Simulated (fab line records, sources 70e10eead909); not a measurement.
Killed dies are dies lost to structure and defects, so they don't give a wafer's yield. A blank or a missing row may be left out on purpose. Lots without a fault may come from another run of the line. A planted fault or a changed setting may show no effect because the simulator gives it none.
Which tool did it? | flow nand_harc | 6 lots, 18 wafers sampled, at 4 steps of a route of 1302

WHAT THE GAUGES READ, wafer by wafer
NHARC_END_SORT_01.
lot  | measured     | on        | killed_short
L831 | day 25 10:09 | prober-02 | 2 4 1
L839 | day 30 00:35 | prober-02 | 2 3 2
L844 | day 30 02:20 | prober-01 | 1 1 1
L843 | day 30 16:20 | prober-02 | 2 2 4

WHICH TOOL RAN EACH LOT (tool, then ch and the chambers of the sampled wafers, then the start)
lot  | NHARC_A_CONTACT_ETCH_129             | NHARC_THIN_TSV_DEP_43           | NHARC_THIN_TSV_ETCH_44
L831 | har_cap_etch-03 ch 0, day 22 21:38   | pecvd-01 ch 0,1, day 24 12:59   | rie_diel-13 ch 0,3, day 24 14:01
L837 | har_cap_etch-01 ch 0,1, day 24 17:50 | pecvd-01 ch 0,2, day 26 11:10   | rie_diel-13 ch 0,1,3, day 26 12:08
L839 | har_cap_etch-01 ch 0,1, day 26 16:12 | pecvd-01 ch 1,2, day 28 23:31   | rie_diel-10 ch 1,2,3, day 29 00:40
L844 | har_cap_etch-02 ch 0,1, day 27 08:08 | pecvd-03 ch 0,1,2, day 29 09:04 | rie_diel-13 ch 0,3, day 29 10:08
L843 | har_cap_etch-02 ch 0,1, day 27 21:59 | pecvd-02 ch 1,2, day 29 19:43   | rie_diel-11 ch 1,2, day 29 20:41
L852 | har_cap_etch-01 ch 0,1, day 31 12:46 | pecvd-01 ch 0,1,2, day 33 09:16 | rie_diel-11 ch 0,1,2, day 33 10:21
- NHARC_A_CONTACT_ETCH_129: etches the open film in C4F8/O2/Ar, time 197 s, target depth 1918 nm.
- NHARC_THIN_TSV_DEP_43: deposits SiO2, target thk 1328.5 nm.
- NHARC_THIN_TSV_ETCH_44: etches the open film in CF4/O2, target depth 1594.2 nm, time 797.1 s.

THE ANSWER, worked out from the rows above alone
Rule: what is usual is taken from the lots themselves. Put in order of their means at a reading, lots are off if they are a third of the lots or fewer, leave a main group of 4 or more, and stand apart from it by a gap of 3 or more times the standard deviation of the main group's means; of several such gaps the widest counts. A main group whose means are all the same, to the digits that the tables above print for the reading, isn't used. A lot without any number at a reading at which 4 lots or more have one is off too. The other lots that the step has rows for count as sound.
No lot is off at any reading shown: from this, nothing can be told.

WHAT THE SIMULATOR HAD PUT IN
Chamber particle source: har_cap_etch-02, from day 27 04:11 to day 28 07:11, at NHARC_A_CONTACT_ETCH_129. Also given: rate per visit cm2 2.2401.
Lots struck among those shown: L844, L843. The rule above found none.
